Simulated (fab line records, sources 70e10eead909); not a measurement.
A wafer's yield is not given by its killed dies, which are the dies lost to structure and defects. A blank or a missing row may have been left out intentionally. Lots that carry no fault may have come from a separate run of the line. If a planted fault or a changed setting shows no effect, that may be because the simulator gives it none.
fab line records	flow nand_harc
[record] lots = 24	wafers = 72	last_day = 24
route steps=1159 shown P_M1@297 P_M2@335
lots that met no fault: from a run of the same line without faults
start_h: hours from the record's first day to the start of the lot's first wafer shown	wait_h: hours since the lot's step before	" repeats the value in the row above	L1.1+2: several wafers, shown together as one row	- no value, or no start given	* or withheld: withheld	< > ~ a bound
route shown NAME@n: a module of which the file shows steps, and the number in the route of the first	usual: mean/standard deviation of fault-free wafers	same: alike in all rows	chamber/n: place in a boat	sites: per-site readings	_std_site: standard deviation of those values	_edge_site: inner sites' mean taken away from outer sites' mean	radius_mm: for every site, how far away it sits from the centre of the wafer	mask NAME#n: copy n	behind: tool/chamber where the wafer was last shaped	hold: what put the lot on hold/how long, in hours/how the hold closed	device: the n, p or np transistor that did not switch	end of line: at the end of the route, the tests of the same wafers	for a step that has no rows: nothing shown but its recipe	killed: at the first sort, the dies lost to defects and structure; wafer yield is something else	map: shows each die of a wafer: x if killed, . if not, _ if none is there
set.NAME: the setting that was run; set.NAME@STEP: the one run at that earlier step	model.NAME: the simulator's own value behind a step, which no gauge read
one table for each step of the route and one row for each wafer, over a sample of lots
services: the hour from which a tool's chamber was out of use, counted from the record's first day as start_h (under 0 if before that day), plus the number of hours and why
[[steps]]
[step NHARC_P_M1_INSPECT_11]
[usual] raw_defect_count = 3.7/2
lot.wafer	tool	chamber	start_h	wait_h	raw_defect_count
L075.1	defect_inspect-01	-	115.67	0.0	6
L075.3	"	-	"	"	7
L075.4	"	-	"	"	3
L074.1	defect_inspect-02	-	126.69	0.0	2
L074.5	"	-	"	"	8
L074.6	"	-	"	"	5
L077.1	defect_inspect-02	-	138.34	0.0	3
L077.5	"	-	"	"	2
L077.6	"	-	"	"	4
L076.2	defect_inspect-02	-	138.91	0.0	4
L076.4	"	-	"	"	1
L076.5	"	-	"	"	2
L078.3	defect_inspect-01	-	143.24	0.0	1
L078.4	"	-	"	"	4
L078.6	"	-	"	"	6
L079.1	defect_inspect-02	-	156.39	0.0	5
L079.2	"	-	"	"	2
L079.3	"	-	"	"	2
L080.2	defect_inspect-01	-	158.24	0.0	0
L080.5	"	-	"	"	4
L080.6	"	-	"	"	4
L082.1	defect_inspect-02	-	169.52	0.0	4
L082.3	"	-	"	"	1
L082.5	"	-	"	"	5
L081.3	defect_inspect-02	-	174.47	0.0	4
L081.4	"	-	"	"	3
L081.5	"	-	"	"	6
L083.2	defect_inspect-01	-	174.83	0.0	2
L083.3	"	-	"	"	2
L083.6	"	-	"	"	0
L084.3	defect_inspect-01	-	184.99	0.0	7
L084.4	"	-	"	"	4
L084.6	"	-	"	"	1
L085.3	defect_inspect-01	-	197.77	0.0	3
L085.5	"	-	"	"	2
L085.6	"	-	"	"	5
L086.1	defect_inspect-02	-	198.07	0.0	3
L086.3	"	-	"	"	1
L086.6	"	-	"	"	2
L087.3	defect_inspect-02	-	199.39	0.0	8
L087.5	"	-	"	"	5
L087.6	"	-	"	"	9
L088.1	defect_inspect-01	-	212.84	0.0	7
L088.3	"	-	"	"	4
L088.4	"	-	"	"	3
L089.1	defect_inspect-01	-	214.02	0.0	3
L089.4	"	-	"	"	3
L089.5	"	-	"	"	5
L090.2	defect_inspect-01	-	220.08	0.0	4
L090.4	"	-	"	"	2
L090.6	"	-	"	"	4
L091.2	defect_inspect-01	-	220.54	0.0	6
L091.4	"	-	"	"	1
L091.6	"	-	"	"	3
L092.2	defect_inspect-02	-	227.47	0.0	2
L092.3	"	-	"	"	6
L092.5	"	-	"	"	1
L093.1	defect_inspect-02	-	231.51	0.0	3
L093.2	"	-	"	"	4
L093.6	"	-	"	"	4
L095.2	defect_inspect-02	-	243.77	0.0	3
L095.3	"	-	"	"	7
L095.6	"	-	"	"	7
L094.4	defect_inspect-01	-	244.62	0.0	3
L094.5	"	-	"	"	0
L094.6	"	-	"	"	2
L097.3	defect_inspect-01	-	254.99	0.0	4
L097.4	"	-	"	"	0
L097.5	"	-	"	"	5
L096.2	defect_inspect-01	-	257.83	0.0	2
L096.5	"	-	"	"	4
L096.6	"	-	"	"	3
[step NHARC_P_M1_DESCUM_14]
[recipe] time_s = 3	o2_flow_sccm = 200	ar_flow_sccm = 0	bias_power_w = 0	chemistry = O2
[usual] drypump_motor_current_A = 5.6/0.47	oes_product_au = 1.001/0.011	rf_vpp_V = 57.9/0.79	showerhead_plenum_p_Torr = 1.94/0.059	throttle_valve_pct = 11.311/0.0096
[same] bias_power_w = 0
lot.wafer	tool	chamber	start_h	wait_h	drypump_motor_current_A	oes_product_au	rf_hours_counter_h	rf_vpp_V	showerhead_plenum_p_Torr	throttle_valve_pct
L075.4	rie_diel-12	0	115.73	0.1	5.0	0.983	5	57.9	1.87	11.313
L075.1	"	2	"	"	5.9	0.996	6	57.8	1.95	11.316
L075.3	"	3	"	"	5.0	0.992	5	57.3	1.97	11.290
L074.1	rie_diel-13	1	126.76	0.1	5.4	0.997	0	58.2	2.00	11.307
L074.5	"	0	"	"	4.7	1.005	-	59.0	2.04	11.296
L074.6	"	1	"	"	5.4	1.004	-	57.4	2.00	11.311
L077.1	rie_diel-13	1	138.40	0.1	5.5	1.004	1	57.3	2.00	11.316
L077.6	"	1	"	"	5.5	1.011	-	59.3	2.00	11.301
L077.5	"	2	"	"	5.5	1.020	-	58.5	1.97	11.311
L076.4	rie_diel-11	2	138.98	0.1	6.2	1.005	9	56.8	1.92	11.310
L076.2	"	3	"	"	5.8	1.000	9	59.6	1.98	11.325
L076.5	"	1	"	"	6.1	1.009	-	57.5	1.84	11.318
L078.4	rie_diel-13	3	143.32	0.1	5.9	1.016	0	57.2	2.00	11.319
L078.3	"	0	"	"	4.7	0.994	1	57.3	2.04	11.316
L078.6	"	1	"	"	5.5	1.003	-	58.1	2.00	11.292
L079.1	rie_diel-11	3	156.45	0.1	5.8	0.991	10	58.2	1.98	11.299
L079.2	"	0	"	"	5.9	1.014	11	55.9	1.88	11.311
L079.3	"	1	"	"	6.2	0.997	9	57.6	1.84	11.313
L080.2	rie_diel-11	3	158.30	0.1	5.8	0.985	11	58.8	1.98	11.323
L080.5	"	3	"	"	5.8	0.987	-	58.0	1.98	11.287
L080.6	"	0	"	"	5.9	1.005	-	58.1	1.88	11.317
L082.1	rie_diel-12	3	169.59	0.1	5.0	0.995	8	57.8	1.97	11.305
L082.3	"	0	"	"	5.0	0.991	9	57.2	1.87	11.320
L082.5	"	2	"	"	5.9	1.001	-	59.1	1.95	11.304
L081.4	rie_diel-12	3	174.53	0.1	5.0	0.995	9	57.7	1.97	11.313
L081.3	"	0	"	"	5.0	0.991	9	56.7	1.86	11.301
L081.5	"	0	"	"	5.0	0.992	-	57.3	1.87	11.291
L083.3	rie_diel-13	3	174.90	0.1	5.8	1.022	2	58.1	2.00	11.332
L083.2	"	1	"	"	5.5	1.005	1	57.2	2.00	11.315
L083.6	"	0	"	"	4.7	1.014	-	58.5	2.04	11.321
L084.3	rie_diel-13	3	185.07	0.1	5.8	1.029	2	59.3	2.00	11.308
L084.6	"	2	"	"	5.5	1.006	-	59.9	1.97	11.318
L084.4	"	3	"	"	5.8	1.020	-	57.4	2.00	11.321
L085.3	rie_diel-12	0	197.83	0.1	5.0	0.999	11	56.1	1.87	11.317
L085.5	"	0	"	"	5.0	0.994	-	59.1	1.86	11.285
L085.6	"	1	"	"	5.7	0.990	-	57.5	1.97	11.315
L086.3	rie_diel-12	0	198.13	0.1	5.0	0.993	11	58.6	1.86	11.305
L086.1	"	3	"	"	5.0	0.997	10	58.5	1.97	11.302
L086.6	"	1	"	"	5.7	0.988	-	58.7	1.97	11.317
L087.3	rie_diel-13	3	199.47	0.1	5.9	1.019	2	58.6	2.00	11.307
L087.5	"	2	"	"	5.5	0.999	-	57.6	1.97	11.322
L087.6	"	3	"	"	5.9	1.027	-	58.5	2.00	11.307
L088.3	rie_diel-12	0	212.91	0.1	5.0	1.008	0	58.7	1.86	11.305
L088.1	"	1	"	"	5.7	0.991	0	57.7	1.97	11.311
L088.4	"	2	"	"	5.9	1.001	0	59.2	1.95	11.310
L089.4	rie_diel-11	0	214.09	0.1	5.9	1.018	2	58.4	1.88	11.297
L089.1	"	3	"	"	5.8	0.992	2	57.6	1.98	11.299
L089.5	"	0	"	"	5.9	1.015	-	58.6	1.88	11.298
L090.2	rie_diel-11	3	220.16	0.1	5.8	0.990	2	57.8	1.98	11.299
L090.4	"	0	"	"	5.8	1.010	2	57.6	1.88	11.317
L090.6	"	1	"	"	6.1	0.995	-	58.7	1.84	11.310
L091.4	rie_diel-11	0	220.62	0.1	5.8	1.017	2	59.6	1.88	11.314
L091.2	"	1	"	"	6.1	1.009	2	57.8	1.84	11.306
L091.6	"	3	"	"	5.8	0.992	-	56.7	1.98	11.311
L092.2	rie_diel-11	1	227.54	0.1	6.1	1.001	2	58.0	1.84	11.300
L092.3	"	2	"	"	6.2	0.982	3	58.9	1.91	11.326
L092.5	"	1	"	"	6.1	0.990	-	58.9	1.84	11.311
L093.1	rie_diel-12	1	231.57	0.1	5.7	0.985	1	57.5	1.97	11.316
L093.2	"	0	"	"	5.0	0.998	1	57.4	1.86	11.293
L093.6	"	2	"	"	5.9	1.006	-	58.4	1.95	11.329
L095.3	rie_diel-13	1	243.85	0.1	5.5	1.000	2	56.7	2.00	11.314
L095.2	"	2	"	"	5.6	0.989	3	57.0	1.97	11.316
L095.6	"	3	"	"	5.9	1.006	-	58.4	2.00	11.331
L094.4	rie_diel-11	1	244.69	0.1	6.1	1.007	4	57.8	1.84	11.310
L094.5	"	0	"	"	5.9	1.020	-	57.8	1.88	11.308
L094.6	"	1	"	"	6.1	0.987	-	57.3	1.84	11.309
L097.4	rie_diel-12	3	255.06	0.1	4.9	1.005	2	57.7	1.97	11.301
L097.3	"	0	"	"	5.0	1.006	2	57.2	1.86	11.317
L097.5	"	3	"	"	5.0	0.997	-	57.7	1.97	11.331
L096.2	rie_diel-12	3	257.93	0.1	5.0	1.015	2	56.7	1.97	11.317
L096.6	"	1	"	"	5.7	0.982	-	58.1	1.97	11.307
L096.5	"	2	"	"	5.9	1.013	-	58.2	1.95	11.314
[step NHARC_P_M1_DEP_33]
[recipe] target_thk_a = 300	temp_c = 370	target_thk_nm = 30	pressure_torr = 3	flow_sccm = 200	rf_w = 450	material = SiCN
[usual] heater_power_w = 582/75	susceptor_temp_C = 370.00/0.22
lot.wafer	tool	chamber	start_h	wait_h	heater_power_w	since_wet_clean_h	susceptor_temp_C
L075.1	pecvd-02	1	118.52	0.1	618	133	370.21
L075.3	"	2	"	"	670	133	369.73
L075.4	"	1	"	"	644	-	370.29
L074.1	pecvd-02	0	129.51	0.1	478	144	369.84
L074.6	"	2	"	"	684	-	369.90
L074.5	"	0	"	"	472	-	369.90
L077.1	pecvd-04	0	141.18	0.1	523	114	370.13
L077.6	"	0	"	"	523	-	370.33
L077.5	"	1	"	"	592	-	370.10
L076.2	pecvd-03	2	141.68	0.1	475	17	369.54
L076.4	"	2	"	"	491	-	370.08
L076.5	"	1	"	"	675	-	370.10
L078.3	pecvd-03	1	146.44	0.1	642	22	370.06
L078.6	"	1	"	"	646	-	370.20
L078.4	"	2	"	"	503	-	369.79
L079.1	pecvd-03	1	159.26	0.1	697	35	370.35
L079.2	"	2	"	"	541	35	369.77
L079.3	"	0	"	"	635	35	369.77
L080.2	pecvd-04	0	161.04	0.1	537	134	370.10
L080.6	"	1	"	"	717	-	369.79
L080.5	"	2	"	"	470	-	369.75
L082.1	pecvd-02	1	172.36	0.1	587	6	369.94
L082.3	"	2	"	"	553	6	369.75
L082.5	"	0	"	"	516	-	370.46
L081.3	pecvd-02	0	177.42	0.1	537	11	369.75
L081.5	"	1	"	"	655	-	370.17
L081.4	"	0	"	"	536	-	369.51
L083.3	pecvd-02	1	177.67	0.1	566	11	370.38
L083.2	"	0	"	"	503	11	369.52
L083.6	"	0	"	"	520	-	370.00
L084.3	pecvd-04	1	187.96	0.1	709	161	370.04
L084.4	"	0	"	"	493	-	369.95
L084.6	"	1	"	"	710	-	370.02
L085.3	pecvd-02	2	201.81	0.1	671	35	369.99
L085.5	"	2	"	"	667	-	370.07
L085.6	"	0	"	"	523	-	369.89
L086.1	pecvd-02	1	202.10	0.1	628	36	370.00
L086.3	"	0	"	"	479	36	370.30
L086.6	"	1	"	"	614	-	370.04
L087.3	pecvd-02	2	202.57	0.1	649	36	369.80
L087.5	"	2	"	"	645	-	369.95
L087.6	"	0	"	"	481	-	370.10
L088.1	pecvd-02	0	215.66	0.1	443	49	370.04
L088.3	"	2	"	"	637	49	370.01
L088.4	"	1	"	"	623	-	369.94
L089.1	pecvd-03	1	216.81	0.1	666	92	370.20
L089.4	"	1	"	"	668	-	370.29
L089.5	"	2	"	"	559	-	369.74
L090.2	pecvd-02	2	223.04	0.1	618	57	369.69
L090.6	"	0	"	"	456	-	370.24
L090.4	"	1	"	"	601	-	369.95
L091.2	pecvd-02	1	223.54	0.1	660	57	369.96
L091.6	"	1	"	"	664	-	369.80
L091.4	"	2	"	"	590	-	370.32
L092.3	pecvd-04	0	230.82	0.1	529	23	370.00
L092.2	"	1	"	"	641	23	370.04
L092.5	"	0	"	"	516	-	370.24
L093.1	pecvd-03	2	234.38	0.1	537	110	369.52
L093.2	"	1	"	"	695	110	370.52
L093.6	"	1	"	"	695	-	370.03
L095.3	pecvd-03	1	246.55	0.1	675	122	370.29
L095.2	"	2	"	"	534	122	370.10
L095.6	"	1	"	"	674	-	369.92
L094.4	pecvd-02	1	248.23	0.2	604	-	370.11
L094.5	"	2	"	"	579	-	370.24
L094.6	"	0	"	"	474	-	370.17
L097.3	pecvd-04	1	257.77	0.1	570	50	369.68
L097.4	"	1	"	"	575	-	369.77
L097.5	"	0	"	"	528	-	369.88
L096.2	pecvd-03	2	260.74	0.1	570	136	370.48
L096.5	"	1	"	"	567	-	370.16
L096.6	"	2	"	"	565	-	370.48
[step NHARC_P_M2_STRIP_18]
[recipe] power_w = 1000	n2_flow_sccm = 150	h2_flow_sccm = 150	ar_flow_sccm = 0	bias_w = 0	chemistry = N2/H2
[usual] drypump_motor_current_A = 5.8/0.46	oes_product_au = 1.001/0.014	rf_vpp_V = 90.6/0.86	showerhead_plenum_p_Torr = 2.04/0.058	throttle_valve_pct = 14.170/0.0091
lot.wafer	tool	chamber	start_h	wait_h	drypump_motor_current_A	oes_product_au	rf_hours_counter_h	rf_vpp_V	showerhead_plenum_p_Torr	throttle_valve_pct
L075.4	rie_diel-09	1	120.28	0.1	6.1	0.991	1	90.8	2.07	14.183
L075.1	"	3	"	"	5.2	0.993	1	89.2	2.02	14.177
L075.3	"	0	"	"	6.2	0.988	1	89.7	1.96	14.168
L074.1	rie_diel-09	3	131.30	0.1	5.2	1.000	1	89.7	2.02	14.156
L074.6	"	2	"	"	6.2	1.000	-	91.2	2.08	14.182
L074.5	"	3	"	"	5.2	0.998	-	90.6	2.02	14.171
L077.1	rie_diel-09	3	142.98	0.1	5.2	0.999	1	89.7	2.02	14.159
L077.6	"	2	"	"	6.2	1.014	-	90.9	2.08	14.174
L077.5	"	3	"	"	5.2	0.999	-	90.1	2.02	14.175
L076.4	rie_diel-09	1	143.66	0.1	6.1	0.990	2	91.0	2.07	14.159
L076.2	"	2	"	"	6.2	1.005	2	90.4	2.08	14.174
L076.5	"	1	"	"	6.0	1.003	-	91.5	2.07	14.178
L078.3	rie_diel-09	2	148.28	0.1	6.2	1.012	2	90.3	2.08	14.194
L078.4	"	0	"	"	6.2	0.985	2	92.8	1.96	14.179
L078.6	"	2	"	"	6.2	1.010	-	90.3	2.08	14.149
L079.2	rie_diel-04	0	160.96	0.1	5.0	1.016	16	90.7	2.17	14.163
L079.3	"	1	"	"	6.0	0.998	15	90.0	2.08	14.169
L079.1	"	3	"	"	5.6	0.989	18	92.1	2.08	14.172
L080.2	rie_diel-09	3	162.91	0.1	5.2	0.991	2	90.0	2.02	14.166
L080.6	"	1	"	"	6.1	0.993	-	91.2	2.07	14.167
L080.5	"	2	"	"	6.2	1.027	-	89.9	2.08	14.179
L082.3	rie_diel-09	3	174.16	0.1	5.2	0.987	3	91.1	2.02	14.184
L082.1	"	0	"	"	6.2	1.004	3	90.7	1.96	14.187
L082.5	"	3	"	"	5.2	0.993	-	90.8	2.02	14.177
L081.3	rie_diel-04	1	179.15	0.1	6.0	0.999	23	91.6	2.08	14.178
L081.4	"	2	"	"	5.4	0.998	26	91.2	2.01	14.194
L081.5	"	1	"	"	6.0	0.994	-	90.0	2.08	14.157
L083.3	rie_diel-09	3	179.52	0.1	5.2	0.997	3	90.7	2.02	14.162
L083.2	"	0	"	"	6.2	0.990	3	91.9	1.96	14.167
L083.6	"	2	"	"	6.2	1.037	-	89.9	2.08	14.170
L084.4	rie_diel-09	0	189.80	0.1	6.2	0.999	4	89.7	1.96	14.181
L084.3	"	1	"	"	6.0	0.993	4	90.2	2.07	14.174
L084.6	"	2	"	"	6.2	1.027	-	92.1	2.08	14.154
L085.3	rie_diel-09	3	203.49	0.1	5.2	0.993	3	90.9	2.02	14.177
L085.5	"	3	"	"	5.2	0.987	-	90.7	2.02	14.187
L085.6	"	0	"	"	6.2	0.995	-	88.7	1.96	14.177
L086.3	rie_diel-09	3	203.94	0.1	5.1	0.991	4	90.4	2.02	14.172
L086.1	"	0	"	"	6.2	0.997	4	89.3	1.96	14.159
L086.6	"	3	"	"	5.2	0.988	-	89.9	2.02	14.176
L087.3	rie_diel-09	3	204.40	0.1	5.1	0.997	4	91.3	2.02	14.176
L087.5	"	2	"	"	6.2	1.022	-	89.7	2.08	14.179
L087.6	"	3	"	"	5.2	0.990	-	89.6	2.02	14.162
L088.3	rie_diel-09	2	217.47	0.1	6.2	1.025	5	91.3	2.08	14.170
L088.4	"	3	"	"	5.1	0.998	4	90.8	2.02	14.166
L088.1	"	0	"	"	6.2	1.002	5	89.3	1.96	14.159
L089.4	rie_diel-09	3	218.63	0.1	5.2	0.994	4	91.2	2.02	14.150
L089.1	"	0	"	"	6.2	0.993	5	91.7	1.96	14.166
L089.5	"	3	"	"	5.2	0.989	-	90.1	2.02	14.174
L090.2	rie_diel-09	1	224.76	0.1	6.1	0.999	5	90.0	2.07	14.164
L090.4	"	2	"	"	6.2	1.023	5	91.7	2.08	14.158
L090.6	"	2	"	"	6.2	1.031	-	91.4	2.08	14.167
L091.2	rie_diel-09	3	225.39	0.1	5.2	0.994	5	90.4	2.02	14.175
L091.4	"	2	"	"	6.2	1.016	5	90.7	2.08	14.174
L091.6	"	0	"	"	6.2	0.983	-	90.6	1.96	14.166
L092.2	rie_diel-03	3	232.50	0.1	5.8	0.978	1	90.8	1.94	14.186
L092.3	"	2	"	"	6.2	1.005	1	89.1	1.90	14.173
L092.5	"	3	"	"	5.7	0.963	-	90.5	1.94	14.160
L093.1	rie_diel-04	3	236.29	0.1	5.6	1.003	51	89.7	2.07	14.186
L093.2	"	0	"	"	5.0	1.014	48	90.7	2.16	14.175
L093.6	"	2	"	"	5.4	1.009	-	90.1	2.01	14.176
L095.2	rie_diel-09	2	248.35	0.1	6.2	1.011	6	91.2	2.08	14.175
L095.3	"	0	"	"	6.2	1.001	6	88.6	1.96	14.171
L095.6	"	2	"	"	6.2	1.022	-	90.7	2.08	14.167
L094.4	rie_diel-04	2	249.91	0.1	5.4	1.017	53	91.7	2.01	14.163
L094.6	"	0	"	"	5.0	1.013	-	90.7	2.15	14.165
L094.5	"	1	"	"	6.0	0.991	-	90.8	2.07	14.175
L097.4	rie_diel-03	0	259.59	0.1	5.1	1.007	4	89.7	2.00	14.174
L097.3	"	2	"	"	6.2	0.998	6	89.5	1.90	14.181
L097.5	"	1	"	"	5.4	0.995	-	89.9	2.10	14.173
L096.2	rie_diel-04	2	262.55	0.1	5.4	1.015	59	89.9	2.00	14.176
L096.6	"	0	"	"	5.0	1.024	-	91.6	2.15	14.181
L096.5	"	1	"	"	5.9	1.001	-	89.4	2.07	14.190
[step NHARC_P_M2_PVD_20]
[recipe] target_thk_a = 50	bias_v = 168.6	power_w = 15000	chamber_pressure_pa = 0.12	time_s = 8.06	substrate_temp_c = 50	material = TaN
[usual] throttle_valve_pct = 30.7/0.82
lot.wafer	tool	chamber	start_h	wait_h	throttle_valve_pct
L075.1	pvd_sputter-03	-	-	-	29.6
L075.3	"	-	"	"	30.1
L075.4	"	-	"	"	30.2
L074.1	pvd_sputter-02	-	-	-	29.7
L074.6	"	-	"	"	30.6
L074.5	"	-	"	"	30.5
L077.1	pvd_sputter-02	-	-	-	29.8
L077.5	"	-	"	"	30.3
L077.6	"	-	"	"	29.4
L076.2	pvd_sputter-03	-	-	-	29.7
L076.4	"	-	"	"	30.2
L076.5	"	-	"	"	29.6
L078.4	pvd_sputter-01	-	-	-	31.4
L078.3	"	-	"	"	30.6
L078.6	"	-	"	"	30.5
L079.1	pvd_sputter-03	-	-	-	30.1
L079.3	"	-	"	"	29.4
L079.2	"	-	"	"	29.6
L080.2	pvd_sputter-03	-	-	-	29.8
L080.6	"	-	"	"	29.5
L080.5	"	-	"	"	30.0
L082.3	pvd_sputter-01	-	-	-	31.7
L082.1	"	-	"	"	32.0
L082.5	"	-	"	"	31.1
L081.4	pvd_sputter-01	-	-	-	31.8
L081.3	"	-	"	"	31.0
L081.5	"	-	"	"	31.2
L083.3	pvd_sputter-03	-	-	-	29.8
L083.2	"	-	"	"	29.4
L083.6	"	-	"	"	29.7
L084.3	pvd_sputter-03	-	-	-	29.9
L084.4	"	-	"	"	30.1
L084.6	"	-	"	"	29.9
L085.3	pvd_sputter-01	-	-	-	31.3
L085.5	"	-	"	"	31.1
L085.6	"	-	"	"	31.9
L086.3	pvd_sputter-02	-	-	-	29.7
L086.1	"	-	"	"	30.3
L086.6	"	-	"	"	29.6
L087.3	pvd_sputter-03	-	-	-	30.4
L087.5	"	-	"	"	29.9
L087.6	"	-	"	"	29.6
L088.4	pvd_sputter-01	-	-	-	31.1
L088.3	"	-	"	"	31.2
L088.1	"	-	"	"	32.2
L089.1	pvd_sputter-01	-	-	-	31.8
L089.4	"	-	"	"	31.5
L089.5	"	-	"	"	31.8
L090.4	pvd_sputter-01	-	-	-	31.2
L090.2	"	-	"	"	32.0
L090.6	"	-	"	"	31.3
L091.4	pvd_sputter-01	-	-	-	31.6
L091.2	"	-	"	"	31.3
L091.6	"	-	"	"	31.9
L092.2	pvd_sputter-01	-	-	-	32.0
L092.3	"	-	"	"	31.0
L092.5	"	-	"	"	31.2
L093.2	pvd_sputter-01	-	-	-	31.2
L093.1	"	-	"	"	31.3
L093.6	"	-	"	"	31.8
L095.2	pvd_sputter-03	-	-	-	29.9
L095.3	"	-	"	"	30.4
L095.6	"	-	"	"	30.0
L094.4	pvd_sputter-03	-	-	-	29.6
L094.5	"	-	"	"	30.1
L094.6	"	-	"	"	29.8
L097.3	pvd_sputter-01	-	-	-	31.6
L097.4	"	-	"	"	31.2
L097.5	"	-	"	"	31.7
L096.2	pvd_sputter-01	-	-	-	31.6
L096.5	"	-	"	"	31.5
L096.6	"	-	"	"	31.1
[step NHARC_P_M2_PVD_21]
[recipe] target_thk_a = 300	chamber_pressure_pa = 5	power_w = 5000	substrate_temp_c = 30	time_s = 20.49	material = Cu
[usual] throttle_valve_pct = 30.7/0.78
lot.wafer	tool	chamber	start_h	wait_h	throttle_valve_pct
L075.4	pvd_sputter-03	-	-	-	29.8
L075.3	"	-	"	"	29.6
L075.1	"	-	"	"	30.3
L074.1	pvd_sputter-02	-	-	-	30.7
L074.5	"	-	"	"	29.6
L074.6	"	-	"	"	30.6
L077.1	pvd_sputter-02	-	-	-	30.1
L077.6	"	-	"	"	29.6
L077.5	"	-	"	"	30.6
L076.4	pvd_sputter-03	-	-	-	29.8
L076.2	"	-	"	"	29.5
L076.5	"	-	"	"	30.4
L078.4	pvd_sputter-01	-	-	-	30.5
L078.3	"	-	"	"	31.4
L078.6	"	-	"	"	30.6
L079.1	pvd_sputter-03	-	-	-	30.1
L079.2	"	-	"	"	30.3
L079.3	"	-	"	"	29.7
L080.2	pvd_sputter-03	-	-	-	29.7
L080.6	"	-	"	"	30.1
L080.5	"	-	"	"	30.2
L082.3	pvd_sputter-01	-	-	-	31.7
L082.1	"	-	"	"	31.4
L082.5	"	-	"	"	31.9
L081.4	pvd_sputter-01	-	-	-	31.0
L081.3	"	-	"	"	31.9
L081.5	"	-	"	"	31.2
L083.3	pvd_sputter-03	-	-	-	30.1
L083.2	"	-	"	"	30.1
L083.6	"	-	"	"	30.5
L084.3	pvd_sputter-03	-	-	-	29.7
L084.4	"	-	"	"	30.0
L084.6	"	-	"	"	29.6
L085.3	pvd_sputter-01	-	-	-	32.0
L085.6	"	-	"	"	31.9
L085.5	"	-	"	"	31.6
L086.1	pvd_sputter-02	-	-	-	29.4
L086.3	"	-	"	"	30.7
L086.6	"	-	"	"	29.8
L087.3	pvd_sputter-03	-	-	-	29.8
L087.5	"	-	"	"	29.3
L087.6	"	-	"	"	30.4
L088.3	pvd_sputter-01	-	-	-	31.1
L088.4	"	-	"	"	30.9
L088.1	"	-	"	"	31.6
L089.1	pvd_sputter-01	-	-	-	30.9
L089.4	"	-	"	"	31.2
L089.5	"	-	"	"	31.6
L090.2	pvd_sputter-01	-	-	-	31.4
L090.4	"	-	"	"	31.8
L090.6	"	-	"	"	31.3
L091.2	pvd_sputter-01	-	-	-	31.5
L091.4	"	-	"	"	31.1
L091.6	"	-	"	"	31.5
L092.3	pvd_sputter-01	-	-	-	31.3
L092.2	"	-	"	"	31.1
L092.5	"	-	"	"	31.6
L093.2	pvd_sputter-01	-	-	-	31.6
L093.1	"	-	"	"	31.3
L093.6	"	-	"	"	31.2
L095.2	pvd_sputter-03	-	-	-	30.5
L095.3	"	-	"	"	29.6
L095.6	"	-	"	"	30.0
L094.4	pvd_sputter-02	-	250.77	-	30.6
L094.5	"	-	"	"	30.5
L094.6	"	-	"	"	30.8
L097.4	pvd_sputter-01	-	-	-	31.9
L097.3	"	-	"	"	31.6
L097.5	"	-	"	"	31.7
L096.2	pvd_sputter-01	-	-	-	31.3
L096.5	"	-	"	"	31.5
L096.6	"	-	"	"	31.3
[[services]]
tool	chamber	start_h	hours	kind
rie_diel-09	3	94.65	11.5	repair
rie_diel-13	-	99.00	9.0	pm
pvd_sputter-03	-	102.00	10.0	pm
pecvd-03	-	111.46	13.0	pm
pecvd-02	-	112.66	1.0	repair
rie_diel-12	3	130.02	8.7	repair
pecvd-02	-	153.45	13.0	pm
pvd_sputter-01	-	158.00	10.0	pm
pecvd-03	1	160.35	10.1	repair
rie_diel-11	0	174.02	9.4	repair
rie_diel-13	1	178.72	22.5	repair
rie_diel-12	3	183.88	6.7	repair
rie_diel-11	-	189.50	9.0	pm
pecvd-03	1	199.78	1.7	repair
rie_diel-11	2	200.68	1.2	repair
rie_diel-12	-	202.68	9.0	pm
rie_diel-13	-	210.84	0.8	repair
pvd_sputter-02	-	214.01	10.0	pm
pvd_sputter-03	-	224.96	7.2	repair
rie_diel-09	1	233.48	4.4	repair
pecvd-03	0	253.10	7.8	repair
pvd_sputter-02	-	253.30	5.2	repair
rie_diel-09	-	254.10	9.0	pm
pvd_sputter-03	-	260.50	3.4	repair
[[key]]
fault none
